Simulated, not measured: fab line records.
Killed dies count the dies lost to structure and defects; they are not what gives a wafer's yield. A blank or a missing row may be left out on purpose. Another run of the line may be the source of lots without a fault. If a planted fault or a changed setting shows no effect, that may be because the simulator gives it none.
fab line records | flow nand-harc
record lots=24 wafers=72 last-day=33
route steps=1302 shown A_BLC@1121 A_M0@1149 A_M1@1183
lots untouched by any fault: they come from a run of this same line in which no faults occurred
start-h: the number of hours between the record's first day and the start of the first shown wafer of the lot | wait-h: how many hours have passed since the lot's step before this one | " repeats the value in the row above | L1.1+2: one row covering several wafers at once | - no value, or no start given | * or withheld: withheld | < > ~ a bound
route shown NAME@n: a module of which the file shows steps, and the number in the route of the first | usual: the fault-free wafers' mean and standard deviation | same: alike in all rows | chamber/n: place in a boat | sites: each site's reading | _std_site: how widely they spread, as a standard deviation | _edge_site: the outer-site mean with the inner-site mean subtracted | radius-mm: for every site, how far away it sits from the centre of the wafer | mask NAME#n: copy n | behind: the tool/chamber that last shaped the wafer | hold: why the lot was held/for how many hours/how that ended | device: the transistor (n, p or np) that didn't switch | end of line: the route-end tests of the same wafers | for a step that has no rows: nothing shown but its recipe | killed: dies that structure and defects cost at the first sort, which is not the same as the wafer's yield | map: a wafer's dies, marking killed ones x, the rest . and places with no die _
set.NAME: setting as actually run; set.NAME@STEP: the setting as run at that earlier step | model.NAME: the simulator's own value behind a step, which no gauge read
steps of the route over a sample of lots; a table a step, a row a wafer
services: the hour from which a tool's chamber was out of use, counted from the record's first day as start-h (under 0 if before that day), plus the number of hours and why
## steps
# step NHARC_A_BLC_ETCH_16
# recipe target-depth-a=390 over-etch-frac=0.3 time-s=65 ion-energy-ev=80 cf4-flow-sccm=150 ar-flow-sccm=0 rf-w=300 bias-w=100 chemistry=CF4
# usual drypump-motor-current-A=5.5/0.53 oes-product-au=1.007/0.013 rf-vpp-V=150.8/0.95 showerhead-plenum-p-Torr=1.72/0.046 throttle-valve-pct=13.283/0.0096
# same time-s=65
# columns lot.wafer tool chamber start-h wait-h drypump-motor-current-A oes-product-au rf-hours-counter-h rf-vpp-V showerhead-plenum-p-Torr throttle-valve-pct
L074.1 rie-diel-03 3 509.22 0.1 5.3 0.999 2 151.4 1.76 13.286
L074.5 " 0 " " 5.4 1.020 - 148.1 1.68 13.286
L074.6 " 1 " " 5.4 0.988 - 153.1 1.76 13.280
L075.1 rie-diel-03 1 525.17 0.1 5.4 0.996 4 152.5 1.76 13.280
L075.2 " 2 " " 5.0 1.001 3 151.2 1.71 13.279
L075.5 " 1 " " 5.4 0.997 - 149.7 1.76 13.279
L076.1 rie-diel-03 3 531.22 0.1 5.3 1.008 4 151.3 1.76 13.303
L076.3 " 0 " " 5.4 1.011 4 149.6 1.68 13.275
L076.5 " 2 " " 5.0 1.001 - 151.0 1.71 13.286
L078.2 rie-diel-11 0 537.37 0.1 5.5 1.021 8 150.3 1.68 13.282
L078.4 " 2 " " 4.8 1.001 8 149.9 1.68 13.268
L078.1 " 3 " " 6.2 0.995 8 150.1 1.75 13.284
L077.2 rie-diel-03 1 555.71 0.1 5.4 1.014 7 152.2 1.76 13.289
L077.1 " 3 " " 5.3 1.000 6 152.8 1.76 13.293
L077.6 " 2 " " 5.0 1.004 - 149.2 1.71 13.271
L080.2 rie-diel-11 2 572.61 0.1 4.8 1.004 10 151.5 1.68 13.270
L080.4 " 1 " " 6.5 1.000 10 150.6 1.75 13.274
L080.5 " 3 " " 6.3 1.002 - 151.7 1.74 13.269
L079.4 rie-diel-11 2 580.63 0.1 4.8 1.001 11 151.2 1.68 13.298
L079.3 " 0 " " 5.5 1.015 11 149.7 1.68 13.285
L079.2 " 1 " " 6.5 0.993 11 151.6 1.75 13.271
L081.4 rie-diel-11 2 584.42 0.1 4.8 0.996 12 150.2 1.68 13.298
L081.3 " 0 " " 5.5 1.016 11 151.6 1.68 13.274
L081.6 " 3 " " 6.2 0.998 - 151.5 1.74 13.290
L082.2 rie-diel-11 0 595.96 0.1 5.5 1.014 12 149.9 1.68 13.289
L082.6 " 3 " " 6.2 1.001 - 150.5 1.74 13.276
L082.5 " 0 " " 5.5 1.027 - 150.3 1.68 13.277
L084.1 rie-diel-03 3 610.78 0.1 5.2 1.007 9 151.6 1.76 13.274
L084.4 " 2 " " 5.0 0.981 9 150.5 1.71 13.272
L084.6 " 0 " " 5.4 1.021 - 151.0 1.68 13.279
L083.1 rie-diel-03 3 618.27 0.1 5.3 1.010 10 150.2 1.76 13.260
L083.5 " 2 " " 5.0 0.987 - 150.1 1.71 13.294
L083.6 " 3 " " 5.3 1.017 - 151.5 1.76 13.290
L086.1 rie-diel-11 0 622.55 0.1 5.4 1.018 1 149.8 1.68 13.306
L086.2 " 1 " " 6.5 0.989 1 151.5 1.75 13.284
L086.3 " 2 " " 4.8 1.002 1 150.6 1.68 13.306
L085.2 rie-diel-11 1 623.67 0.1 6.5 0.992 2 150.9 1.75 13.296
L085.3 " 3 " " 6.2 1.017 1 152.3 1.74 13.284
L085.5 " 2 " " 4.8 0.994 - 151.3 1.68 13.275
L088.1 rie-diel-03 2 654.72 0.1 5.0 0.997 1 150.4 1.71 13.277
L088.3 " 0 " " 5.4 1.018 1 151.3 1.68 13.280
L088.6 " 3 " " 5.2 1.019 - 151.9 1.76 13.289
L089.4 rie-diel-03 1 656.43 0.1 5.4 0.993 1 150.7 1.76 13.278
L089.1 " 2 " " 5.0 1.004 1 149.0 1.71 13.283
L089.6 " 1 " " 5.4 0.995 - 150.7 1.76 13.273
L087.3 rie-diel-11 2 662.29 0.1 4.8 1.003 5 151.5 1.68 13.290
L087.4 " 1 " " 6.4 0.995 5 150.1 1.74 13.277
L087.6 " 3 " " 6.2 1.015 - 151.0 1.74 13.285
L091.1 rie-diel-11 0 668.40 0.1 5.5 1.032 5 150.1 1.68 13.275
L091.6 " 3 " " 6.2 1.019 - 151.5 1.74 13.302
L091.5 " 0 " " 5.5 1.030 - 150.8 1.68 13.291
L090.3 rie-diel-04 3 668.75 0.1 6.6 1.005 38 151.1 1.79 13.275
L090.1 " 0 " " 5.4 0.990 41 149.5 1.64 13.284
L090.6 " 2 " " 5.7 1.000 - 148.3 1.65 13.277
L093.3 rie-diel-03 0 710.84 0.1 5.4 1.020 4 150.7 1.68 13.286
L093.2 " 3 " " 5.3 1.022 4 150.9 1.76 13.278
L093.6 " 0 " " 5.4 1.018 - 150.4 1.68 13.277
L092.1 rie-diel-03 0 713.08 0.1 5.4 1.017 4 149.8 1.68 13.292
L092.3 " 1 " " 5.4 1.005 4 150.6 1.76 13.274
L092.4 " 2 " " 5.0 1.011 4 150.5 1.71 13.268
L094.3 rie-diel-04 3 719.42 0.1 6.5 1.035 0 151.4 1.79 13.272
L094.4 " 0 " " 5.4 1.005 0 153.2 1.91 13.287
L094.6 " 3 " " 6.5 1.031 - 152.6 1.79 13.296
L095.2 rie-diel-11 1 727.88 0.1 6.5 0.993 9 150.0 1.74 13.287
L095.3 " 2 " " 4.8 1.004 9 151.3 1.68 13.295
L095.6 " 3 " " 6.2 1.020 - 150.8 1.74 13.286
L096.3 rie-diel-03 1 735.59 0.1 5.4 0.990 5 151.8 1.76 13.276
L096.4 " 2 " " 5.0 1.013 5 149.4 1.71 13.285
L096.6 " 0 " " 5.4 1.028 - 151.4 1.68 13.287
L097.1 rie-diel-03 1 745.28 0.1 5.4 0.987 6 151.0 1.76 13.269
L097.3 " 2 " " 5.0 1.015 6 151.0 1.70 13.280
L097.6 " 1 " " 5.5 0.982 - 151.1 1.76 13.280
# step NHARC_A_BLC_INSPECT_28
# usual raw-defect-count=502/100
# columns lot.wafer tool chamber start-h wait-h raw-defect-count
L074.1 defect-inspect-01 - 512.07 0.1 510
L074.5 " - " " 472
L074.6 " - " " 465
L075.1 defect-inspect-01 - 528.04 0.1 484
L075.2 " - " " 491
L075.5 " - " " 358
L076.1 defect-inspect-01 - 534.12 0.1 548
L076.3 " - " " 602
L076.5 " - " " 806
L078.1 defect-inspect-02 - 540.84 0.1 539
L078.2 " - " " 628
L078.4 " - " " 676
L077.1 defect-inspect-02 - 558.59 0.1 531
L077.2 " - " " 531
L077.6 " - " " 559
L080.2 defect-inspect-01 - 575.53 0.1 357
L080.4 " - " " 578
L080.5 " - " " 516
L079.2 defect-inspect-02 - 583.49 0.1 440
L079.3 " - " " 482
L079.4 " - " " 515
L081.3 defect-inspect-01 - 587.30 0.1 580
L081.4 " - " " 487
L081.6 " - " " 482
L082.2 defect-inspect-02 - 598.81 0.1 597
L082.5 " - " " 571
L082.6 " - " " 617
L084.1 defect-inspect-02 - 613.68 0.1 405
L084.4 " - " " 531
L084.6 " - " " 456
L083.1 defect-inspect-02 - 621.14 0.1 534
L083.5 " - " " 728
L083.6 " - " " 683
L086.1 defect-inspect-02 - 625.40 0.1 465
L086.2 " - " " 508
L086.3 " - " " 485
L085.2 defect-inspect-01 - 626.55 0.1 660
L085.3 " - " " 535
L085.5 " - " " 673
L088.1 defect-inspect-01 - 657.61 0.1 401
L088.3 " - " " 466
L088.6 " - " " 244
L089.1 defect-inspect-01 - 659.28 0.1 526
L089.4 " - " " 399
L089.6 " - " " 403
L087.3 defect-inspect-02 - 665.19 0.1 597
L087.4 " - " " 529
L087.6 " - " " 465
L091.1 defect-inspect-01 - 671.29 0.1 572
L091.5 " - " " 659
L091.6 " - " " 653
L090.1 defect-inspect-02 - 671.60 0.1 480
L090.3 " - " " 387
L090.6 " - " " 378
L093.2 defect-inspect-02 - 713.74 0.1 447
L093.3 " - " " 632
L093.6 " - " " 663
L092.1 defect-inspect-02 - 715.97 0.1 501
L092.3 " - " " 453
L092.4 " - " " 543
L094.3 defect-inspect-02 - 722.30 0.1 400
L094.4 " - " " 401
L094.6 " - " " 484
L095.2 defect-inspect-01 - 730.73 0.1 546
L095.3 " - " " 495
L095.6 " - " " 496
L096.3 defect-inspect-01 - 738.47 0.1 418
L096.4 " - " " 481
L096.6 " - " " 502
L097.1 defect-inspect-01 - 748.17 0.1 631
L097.3 " - " " 593
L097.6 " - " " 331
# step NHARC_A_M0_INSPECT_11
# usual raw-defect-count=91/39
# columns lot.wafer tool chamber start-h wait-h raw-defect-count
L074.1 defect-inspect-02 - 513.10 0.0 142
L074.5 " - " " 131
L074.6 " - " " 152
L075.1 defect-inspect-01 - 528.95 0.0 58
L075.2 " - " " 65
L075.5 " - " " 77
L076.1 defect-inspect-01 - 535.23 0.0 103
L076.3 " - " " 110
L076.5 " - " " 114
L078.1 defect-inspect-02 - 541.87 0.0 127
L078.2 " - " " 117
L078.4 " - " " 109
L077.1 defect-inspect-02 - 559.61 0.0 115
L077.2 " - " " 87
L077.6 " - " " 103
L080.2 defect-inspect-02 - 576.56 0.0 81
L080.4 " - " " 75
L080.5 " - " " 67
L079.2 defect-inspect-01 - 584.39 0.0 66
L079.3 " - " " 74
L079.4 " - " " 75
L081.3 defect-inspect-02 - 588.33 0.0 77
L081.4 " - " " 66
L081.6 " - " " 54
L082.2 defect-inspect-02 - 599.83 0.0 171
L082.5 " - " " 181
L082.6 " - " " 161
L084.1 defect-inspect-02 - 614.72 0.0 69
L084.4 " - " " 77
L084.6 " - " " 77
L083.1 defect-inspect-01 - 622.16 0.0 124
L083.5 " - " " 138
L083.6 " - " " 130
L086.1 defect-inspect-01 - 626.30 0.0 57
L086.2 " - " " 49
L086.3 " - " " 51
L085.2 defect-inspect-01 - 627.45 0.0 117
L085.3 " - " " 108
L085.5 " - " " 106
L088.1 defect-inspect-01 - 658.64 0.0 41
L088.3 " - " " 46
L088.6 " - " " 47
L089.1 defect-inspect-01 - 660.32 0.0 116
L089.4 " - " " 113
L089.6 " - " " 130
L087.3 defect-inspect-02 - 666.20 0.0 85
L087.4 " - " " 99
L087.6 " - " " 96
L091.1 defect-inspect-02 - 672.19 0.0 166
L091.5 " - " " 155
L091.6 " - " " 165
L090.1 defect-inspect-02 - 672.63 0.0 33
L090.3 " - " " 29
L090.6 " - " " 20
L093.2 defect-inspect-01 - 714.76 0.0 99
L093.3 " - " " 126
L093.6 " - " " 119
L092.1 defect-inspect-01 - 716.87 0.0 37
L092.3 " - " " 29
L092.4 " - " " 38
L094.3 defect-inspect-01 - 723.33 0.0 145
L094.4 " - " " 125
L094.6 " - " " 123
L095.2 defect-inspect-01 - 731.62 0.0 49
L095.3 " - " " 36
L095.6 " - " " 35
L096.3 defect-inspect-02 - 739.62 0.0 66
L096.4 " - " " 61
L096.6 " - " " 70
L097.1 defect-inspect-01 - 749.19 0.0 72
L097.3 " - " " 68
L097.6 " - " " 59
# step NHARC_A_M0_PVD_20
# recipe target-thk-a=50 bias-v=168.6 power-w=15000 chamber-pressure-pa=0.12 time-s=8.06 substrate-temp-c=50 material=TaN
# usual throttle-valve-pct=30.0/1.1
# same time-s=8.06
# columns lot.wafer tool chamber start-h wait-h throttle-valve-pct
L074.1 pvd-sputter-01 - - - 30.5
L074.6 " - " " 31.1
L074.5 " - " " 29.1
L075.2 pvd-sputter-02 - - - 30.2
L075.1 " - " " 30.7
L075.5 " - " " 30.2
L076.1 pvd-sputter-02 - - - 31.4
L076.3 " - " " 30.2
L076.5 " - " " 31.4
L078.2 pvd-sputter-03 - - - 27.4
L078.1 " - " " 29.7
L078.4 " - " " 28.8
L077.2 pvd-sputter-03 - - - 29.9
L077.1 " - " " 29.9
L077.6 " - " " 30.2
L080.2 pvd-sputter-03 - - - 27.8
L080.4 " - " " 28.9
L080.5 " - " " 27.7
L079.2 pvd-sputter-03 - - - 29.2
L079.3 " - " " 29.9
L079.4 " - " " 27.7
L081.4 pvd-sputter-01 - - - 30.4
L081.3 " - " " 29.9
L081.6 " - " " 29.3
L082.2 pvd-sputter-01 - - - 30.1
L082.6 " - " " 30.2
L082.5 " - " " 30.0
L084.1 pvd-sputter-02 - - - 29.9
L084.4 " - " " 31.4
L084.6 " - " " 30.1
L083.1 pvd-sputter-03 - - - 28.1
L083.6 " - " " 29.0
L083.5 " - " " 30.0
L086.3 pvd-sputter-03 - - - 29.9
L086.2 " - " " 28.9
L086.1 " - " " 29.8
L085.3 pvd-sputter-02 - - - 31.5
L085.2 " - " " 30.1
L085.5 " - " " 31.3
L088.3 pvd-sputter-01 - - - 29.0
L088.1 " - " " 30.4
L088.6 " - " " 29.3
L089.1 pvd-sputter-03 - - - 28.0
L089.4 " - " " 29.9
L089.6 " - " " 27.9
L087.4 pvd-sputter-02 - - - 31.2
L087.3 " - " " 30.0
L087.6 " - " " 32.0
L091.1 pvd-sputter-02 - - - 29.7
L091.6 " - " " 31.8
L091.5 " - " " 30.3
L090.3 pvd-sputter-03 - - - 30.2
L090.1 " - " " 29.7
L090.6 " - " " 29.0
L093.3 pvd-sputter-03 - - - 29.7
L093.2 " - " " 29.6
L093.6 " - " " 29.1
L092.4 pvd-sputter-02 - - - 30.0
L092.1 " - " " 31.9
L092.3 " - " " 31.0
L094.4 pvd-sputter-02 - - - 31.9
L094.3 " - " " 30.3
L094.6 " - " " 30.1
L095.3 pvd-sputter-02 - - - 30.0
L095.2 " - " " 30.9
L095.6 " - " " 30.2
L096.4 pvd-sputter-01 - - - 30.3
L096.3 " - " " 29.5
L096.6 " - " " 31.0
L097.1 pvd-sputter-01 - - - 31.1
L097.3 " - " " 30.4
L097.6 " - " " 29.5
# step NHARC_A_M1_ETCH_35
# recipe target-depth-a=400 overetch-a=120 time-s=43.94 ion-energy-ev=200 n2-flow-sccm=150 h2-flow-sccm=150 ar-flow-sccm=0 rf-w=400 bias-w=150 chemistry=N2/H2
# usual drypump-motor-current-A=5.7/0.4 oes-product-au=1.001/0.012 rf-vpp-V=430.2/2.7 showerhead-plenum-p-Torr=2.03/0.099 throttle-valve-pct=14.171/0.009
# same time-s=43.94
# columns lot.wafer tool chamber start-h wait-h drypump-motor-current-A oes-product-au rf-hours-counter-h rf-vpp-V showerhead-plenum-p-Torr throttle-valve-pct
L074.1 rie-diel-06 1 517.72 0.6 5.7 1.012 0.5 430.8 2.01 14.166
L074.6 " 2 " " 5.7 0.996 - 433.3 2.13 14.169
L074.5 " 3 " " 5.7 0.999 - 430.6 2.04 14.166
L075.2 rie-diel-02 3 533.15 0.1 5.4 1.000 6.0 431.2 2.04 14.160
L075.1 " 0 " " 6.4 1.039 7.1 434.7 2.20 14.179
L075.5 " 2 " " 5.3 1.003 - 429.0 1.98 14.157
L076.3 rie-diel-02 2 539.42 0.1 5.4 0.995 8.1 429.1 1.98 14.180
L076.1 " 0 " " 6.4 1.027 7.3 435.3 2.20 14.173
L076.5 " 0 " " 6.4 1.027 - 433.4 2.20 14.166
L078.1 rie-diel-06 0 546.54 0.1 6.4 0.977 1.7 426.6 1.90 14.172
L078.4 " 2 " " 5.7 1.004 1.7 433.5 2.12 14.172
L078.2 " 3 " " 5.7 0.986 1.7 429.4 2.04 14.169
L077.2 rie-diel-02 1 563.80 0.1 5.3 0.998 9.7 426.4 1.92 14.162
L077.1 " 2 " " 5.4 1.001 10.2 429.4 1.98 14.189
L077.6 " 1 " " 5.3 0.990 - 428.5 1.92 14.166
L080.4 rie-diel-02 2 580.76 0.1 5.4 0.981 0.0 429.1 1.98 14.175
L080.2 " 3 " " 5.4 1.006 0.0 430.1 2.04 14.170
L080.5 " 1 " " 5.3 0.991 - 426.5 1.92 14.175
L079.3 rie-diel-08 3 588.49 0.1 5.7 1.024 2.0 434.4 2.17 14.178
L079.2 " 1 " " 6.1 1.015 2.5 430.3 2.07 14.173
L079.4 " 1 " " 6.1 1.017 - 431.9 2.07 14.154
L081.4 rie-diel-06 0 592.50 0.1 6.4 0.996 3.3 426.6 1.89 14.186
L081.3 " 2 " " 5.7 0.986 2.9 432.2 2.12 14.166
L081.6 " 3 " " 5.7 0.991 - 429.8 2.04 14.187
L082.2 rie-diel-06 1 604.04 0.1 5.7 1.004 3.4 430.1 2.00 14.180
L082.6 " 3 " " 5.7 0.999 - 429.5 2.04 14.165
L082.5 " 0 " " 6.3 0.989 - 426.1 1.89 14.176
L084.4 rie-diel-02 0 618.92 0.1 6.4 1.003 2.2 435.1 2.19 14.172
L084.1 " 2 " " 5.3 0.993 2.0 428.5 1.98 14.171
L084.6 " 3 " " 5.4 1.016 - 430.6 2.04 14.168
L083.1 rie-diel-06 2 626.24 0.1 5.7 1.001 3.5 432.8 2.12 14.176
L083.5 " 3 " " 5.7 1.007 - 430.1 2.04 14.158
L083.6 " 0 " " 6.4 0.988 - 427.0 1.89 14.176
L086.1 rie-diel-06 2 630.75 0.1 5.7 1.002 3.6 431.2 2.12 14.182
L086.3 " 3 " " 5.7 1.005 3.8 430.6 2.03 14.190
L086.2 " 0 " " 6.3 1.007 4.1 425.9 1.89 14.174
L085.3 rie-diel-02 1 631.65 0.1 5.3 0.993 2.8 427.1 1.92 14.166
L085.2 " 3 " " 5.4 1.002 3.6 432.0 2.04 14.165
L085.5 " 0 " " 6.3 1.016 - 434.9 2.19 14.163
L088.1 rie-diel-02 1 662.78 0.1 5.3 0.997 4.0 428.6 1.92 14.173
L088.3 " 2 " " 5.4 0.995 4.7 430.6 1.98 14.180
L088.6 " 1 " " 5.3 0.982 - 426.4 1.92 14.179
L089.1 rie-diel-02 1 664.54 0.1 5.3 0.994 4.2 427.5 1.92 14.166
L089.6 " 1 " " 5.3 0.989 - 429.4 1.92 14.176
L089.4 " 2 " " 5.4 0.989 - 429.2 1.98 14.167
L087.3 rie-diel-06 0 670.48 0.1 6.3 1.003 0.0 426.1 1.89 14.177
L087.6 " 1 " " 5.7 0.997 - 428.6 2.00 14.174
L087.4 " 2 " " 5.7 1.011 - 433.0 2.12 14.176
L091.1 rie-diel-02 0 676.45 0.1 6.4 1.003 5.6 433.9 2.19 14.178
L091.6 " 3 " " 5.4 1.002 - 431.5 2.04 14.159
L091.5 " 0 " " 6.4 1.008 - 433.3 2.19 14.159
L090.1 rie-diel-08 0 676.94 0.1 6.0 1.015 6.2 427.0 1.89 14.170
L090.3 " 1 " " 6.1 1.020 7.5 431.1 2.06 14.183
L090.6 " 0 " " 6.0 1.007 - 427.8 1.89 14.178
L093.3 rie-diel-02 3 718.85 0.1 5.4 1.011 7.6 429.1 2.04 14.166
L093.2 " 0 " " 6.4 1.004 8.0 434.4 2.19 14.177
L093.6 " 0 " " 6.4 1.007 - 435.0 2.19 14.168
L092.1 rie-diel-02 3 721.10 0.1 5.4 1.009 7.7 430.3 2.04 14.177
L092.3 " 1 " " 5.3 0.977 6.4 426.3 1.92 14.169
L092.4 " 2 " " 5.4 1.000 7.7 429.2 1.98 14.161
L094.3 rie-diel-02 3 727.42 0.1 5.4 1.008 8.0 429.8 2.04 14.171
L094.4 " 0 " " 6.4 1.003 8.4 434.6 2.19 14.184
L094.6 " 3 " " 5.4 1.016 - 431.3 2.04 14.165
L095.2 rie-diel-08 1 735.86 0.1 6.1 1.003 0.0 429.7 2.06 14.178
L095.3 " 3 " " 5.7 1.014 0.0 433.5 2.17 14.171
L095.6 " 0 " " 5.9 1.006 - 426.8 1.89 14.176
L096.4 rie-diel-06 3 743.93 0.1 5.7 1.015 1.9 430.0 2.03 14.177
L096.3 " 2 " " 5.7 0.990 2.5 433.2 2.12 14.166
L096.6 " 3 " " 5.7 1.010 - 431.1 2.03 14.171
L097.1 rie-diel-08 2 753.99 0.1 5.3 1.020 0.4 431.1 2.06 14.165
L097.3 " 3 " " 5.7 1.012 0.5 436.1 2.17 14.176
L097.6 " 1 " " 6.1 1.011 - 430.5 2.06 14.169
# step NHARC_A_M1_PVD_21
# recipe target-thk-a=300 chamber-pressure-pa=5 power-w=5000 substrate-temp-c=30 time-s=20.49 material=Cu
# usual throttle-valve-pct=30.1/0.93
# same time-s=20.49
# columns lot.wafer tool chamber start-h wait-h throttle-valve-pct
L074.1 pvd-sputter-01 - - - 29.0
L074.5 " - " " 30.4
L074.6 " - " " 30.3
L075.1 pvd-sputter-01 - - - 30.5
L075.2 " - " " 31.2
L075.5 " - " " 30.4
L076.1 pvd-sputter-01 - - - 30.4
L076.3 " - " " 31.2
L076.5 " - " " 28.9
L078.1 pvd-sputter-01 - - - 29.3
L078.4 " - " " 29.9
L078.2 " - " " 31.6
L077.1 pvd-sputter-03 - - - 28.8
L077.2 " - " " 29.8
L077.6 " - " " 28.6
L080.2 pvd-sputter-01 - - - 30.3
L080.4 " - " " 29.2
L080.5 " - " " 30.1
L079.2 pvd-sputter-02 - - - 30.0
L079.3 " - " " 31.6
L079.4 " - " " 31.3
L081.4 pvd-sputter-03 - - - 29.1
L081.3 " - " " 30.1
L081.6 " - " " 29.0
L082.2 pvd-sputter-03 - - - 29.0
L082.5 " - " " 29.8
L082.6 " - " " 29.1
L084.1 pvd-sputter-03 - - - 28.2
L084.4 " - " " 30.1
L084.6 " - " " 29.6
L083.1 pvd-sputter-01 - - - 30.2
L083.6 " - " " 30.0
L083.5 " - " " 30.8
L086.1 pvd-sputter-02 - - - 30.8
L086.3 " - " " 30.0
L086.2 " - " " 31.5
L085.2 pvd-sputter-02 - - - 31.6
L085.3 " - " " 30.7
L085.5 " - " " 31.6
L088.3 pvd-sputter-03 - - - 30.1
L088.1 " - " " 27.9
L088.6 " - " " 30.1
L089.4 pvd-sputter-01 - - - 31.0
L089.1 " - " " 29.5
L089.6 " - " " 30.9
L087.3 pvd-sputter-01 - - - 29.5
L087.4 " - " " 30.2
L087.6 " - " " 30.1
L091.1 pvd-sputter-01 - - - 29.3
L091.6 " - " " 29.7
L091.5 " - " " 30.3
L090.3 pvd-sputter-02 - - - 29.9
L090.1 " - " " 31.2
L090.6 " - " " 31.9
L093.2 pvd-sputter-01 - - - 29.5
L093.3 " - " " 30.2
L093.6 " - " " 30.3
L092.4 pvd-sputter-01 - - - 30.3
L092.1 " - " " 30.2
L092.3 " - " " 31.3
L094.4 pvd-sputter-03 - - - 28.6
L094.3 " - " " 30.0
L094.6 " - " " 29.1
L095.2 pvd-sputter-02 - - - 31.8
L095.3 " - " " 30.0
L095.6 " - " " 32.1
L096.3 pvd-sputter-02 - - - 29.8
L096.4 " - " " 31.6
L096.6 " - " " 29.9
L097.3 pvd-sputter-02 - - - 29.9
L097.1 " - " " 30.1
L097.6 " - " " 29.8
## services
# columns tool chamber start-h hours kind
rie-diel-02 0 495.73 5.5 repair
pvd-sputter-03 - 524.13 2.9 repair
pvd-sputter-03 - 527.05 10.0 pm
pvd-sputter-02 - 538.09 5.6 repair
rie-diel-02 3 538.09 1.5 repair
pvd-sputter-01 - 559.20 3.8 repair
rie-diel-06 2 563.09 5.4 repair
rie-diel-03 1 565.57 12.8 repair
rie-diel-02 - 570.74 9.0 pm
pvd-sputter-01 - 590.41 10.0 pm
rie-diel-11 - 609.51 9.0 pm
pvd-sputter-01 - 619.70 1.6 repair
rie-diel-03 - 635.71 9.0 pm
rie-diel-06 3 637.55 1.6 repair
pvd-sputter-02 - 656.25 10.0 pm
rie-diel-02 3 657.49 12.4 repair
rie-diel-03 - 670.81 2.5 repair
rie-diel-02 1 681.82 10.4 repair
rie-diel-03 1 689.01 3.2 repair
pvd-sputter-03 - 689.77 6.9 repair
rie-diel-11 - 690.97 1.0 repair
rie-diel-11 2 708.83 5.7 repair
pvd-sputter-02 - 718.56 2.4 repair
rie-diel-02 - 747.74 9.0 pm
## key
fault none
